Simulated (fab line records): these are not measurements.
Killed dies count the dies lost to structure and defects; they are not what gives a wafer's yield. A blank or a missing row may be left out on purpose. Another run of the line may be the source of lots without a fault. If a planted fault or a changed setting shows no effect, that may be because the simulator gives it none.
Split-lot trial -- flow n5_finfet -- 39 wafers read from 7 lots, route of 1938 steps

== ON THE SPLIT ==
At N5_BEOL_M4_DESCUM_33 (chemistry O2, time 7 s), the setting time_s was moved away from the recipe's 7 s on 15 of the 39 wafers read, by -56.4% to +43.4%. For the rest of the wafers, this setting stayed at what the recipe calls for.

No step appears in the file between the split and the reading.

== THE READING ==
CAR-EUV_of_BEOL_M4_COAT_22.thk_nm (the simulator's own value, which no gauge read), in nm, at N5_BEOL_M4_ETCH_77 (etches underlayer in N2/H2, target depth 6.5 nm, time 5.2 s). The file gives no usual value for it. Average 20.4 nm, standard deviation 0.13 nm, over the 24 wafers here run with the recipe.

wafer,"tool, chamber at the split","time_s as run, s",against the recipe,"CAR-EUV_of_BEOL_M4_COAT_22.thk_nm, nm",against lot-mates on the recipe
L079.1,"rie_diel-03, 3,2,1",7,recipe,20.4,-
L079.5,"rie_diel-03, 3,2,1",7,recipe,20.4,-
L079.6,"rie_diel-03, 3,2,1",7,recipe,20.4,-
L079.2,"rie_diel-03, 2,1,0",5.328,-23.9%,21.4,+1.0
L079.3,"rie_diel-03, 2,1,0",5.328,-23.9%,21.2,+0.8
L079.4,"rie_diel-03, 2,1,0",5.328,-23.9%,21.2,+0.8
L085.1,"rie_diel-03, 2,1,0",7,recipe,20.4,-
L085.3,"rie_diel-03, 2,1,0",7,recipe,20.4,-
L085.6,"rie_diel-03, 2,1,0",7,recipe,20.4,-
L085.2,"rie_diel-03, 3,0,3",9.584,+36.9%,19.2,-1.2
L085.4,"rie_diel-03, 3,0,3",9.584,+36.9%,19,-1.4
L085.5,"rie_diel-03, 3,0,3",9.584,+36.9%,19,-1.4
L088.1,"rie_diel-06, 2,3,2",8.68,+24.0%,19.4,-0.9
L088.5,"rie_diel-06, 2,3,2",8.68,+24.0%,19.4,-0.9
L088.6,"rie_diel-06, 2,3,2",8.68,+24.0%,19.4,-0.9
L088.2,"rie_diel-06, 1,3,0",7,recipe,20.2,-
L088.3,"rie_diel-06, 1,3,0",7,recipe,20.2,-
L088.4,"rie_diel-06, 1,3,0",7,recipe,20.4,-
L089.1,"rie_diel-03, 0,2,2",10.04,+43.4%,18.8,-1.5
L089.3,"rie_diel-03, 0,2,2",10.04,+43.4%,18.8,-1.5
L089.2,"rie_diel-03, 3",7,recipe,20.4,-
L089.6,"rie_diel-03, 0,3",7,recipe,20.4,-
L089.4,"rie_diel-03, 0,3",7,recipe,20.2,-
L089.5,"rie_diel-03, 0,2,2",10.04,+43.4%,19,-1.3
L094.1,"rie_diel-03, 1,2",7,recipe,20.6,-
L094.4,"rie_diel-03, 0",7,recipe,20.6,-
L094.2,"rie_diel-03, 3,2,1",3.053,-56.4%,22.6,+2.1
L094.3,"rie_diel-03, 3,2,1",3.053,-56.4%,22.4,+1.9
L094.5,"rie_diel-03, 3,2,1",3.053,-56.4%,22.4,+1.9
L094.6,"rie_diel-03, 1,2",7,recipe,20.4,-
L097.1,"rie_diel-06, 0,1,3,0,1",7,recipe,20.6,-
L097.2,"rie_diel-06, 0,1,3,0,1",7,recipe,20.6,-
L097.3,"rie_diel-06, 0,1,3,0,1",7,recipe,20.6,-
L097.4,"rie_diel-06, 0,1,3,0,1",7,recipe,20.6,-
L097.5,"rie_diel-06, 3",7,recipe,20.6,-
L097.6,"rie_diel-06, 0,1,3,0,1",7,recipe,20.6,-
L096.4,"rie_diel-04, 3,2",7,recipe,20.4,-
L096.6,"rie_diel-04, 3,2",7,recipe,20.4,-
L096.5,"rie_diel-04, 0",7,recipe,20.6,-
Where a row lists several chambers, the file gives one row for several wafers and doesn't say which wafer went through which chamber.

THE FIT
A straight line over all 39 wafers: CAR-EUV_of_BEOL_M4_COAT_22.thk_nm changes by -0.0367 nm for each +1% of time_s; r = -0.99; the points scatter about the line by 0.13 nm.
The same after taking each lot's own level away (the mean of its wafers on the recipe; 39 wafers): -0.0348 nm for each +1%; r = -1.00; scatter 0.08 nm.
On that fit, the largest move of time_s shifts the reading by 2 nm.
The lots' own levels span 20.27 to 20.60 nm, that is 2.5 times the standard deviation above.
So the lot-to-lot level changes the slope little: the two slopes agree.
Check: with one of the wafers moved furthest among these (-56.4%) left out of the fit, the line predicts +1.94 nm for it against its lot-mates. Against them it came out at +2.07 nm.

== THE OTHER SPLITS THESE WAFERS WENT THROUGH ==
Note: prior to the reading, these wafers also went through further splits. Each is held against what the fit with the lots' levels taken away leaves over:
other split on the same wafers,wafers away from the commonest value,r with CAR-EUV_of_BEOL_M4_COAT_22.thk_nm (lot level and that fit taken away)
N5_FIN_SAQP_ETCH_65 time_s,12,+0.00
N5_STI_FIN_REVEAL_ETCHBACK_08 time_s,12,+0.06
N5_HKMG_FIN_ALD_72 ald_cycles,15,+0.20
N5_BEOL_M1_ETCH_64 time_s,15,+0.05
N5_BEOL_M3_PECVD_72 time_s,12,-0.07

== THE WHOLE CHAIN: every reading that the file lists as answering this split, in the file's order ==
step,what it does,reading,change (the file's fit),r (the file's)
N5_BEOL_M4_DESCUM_33,"chemistry O2, time 7 s","CAR-EUV_of_BEOL_M4_COAT_22.thk_nm (the simulator's own value, which no gauge read)",-0.0337 nm for each +1% of the setting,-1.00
N5_BEOL_M4_ETCH_77,"etches underlayer in N2/H2, target depth 6.5 nm, time 5.2 s","CAR-EUV_of_BEOL_M4_COAT_22.thk_nm (the simulator's own value, which no gauge read)",-0.0348 nm for each +1% of the setting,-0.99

== THE FILE'S OWN FIT ==
CAR-EUV_of_BEOL_M4_COAT_22.thk_nm changes by -0.0348 nm for each +1% of time_s, r = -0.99.
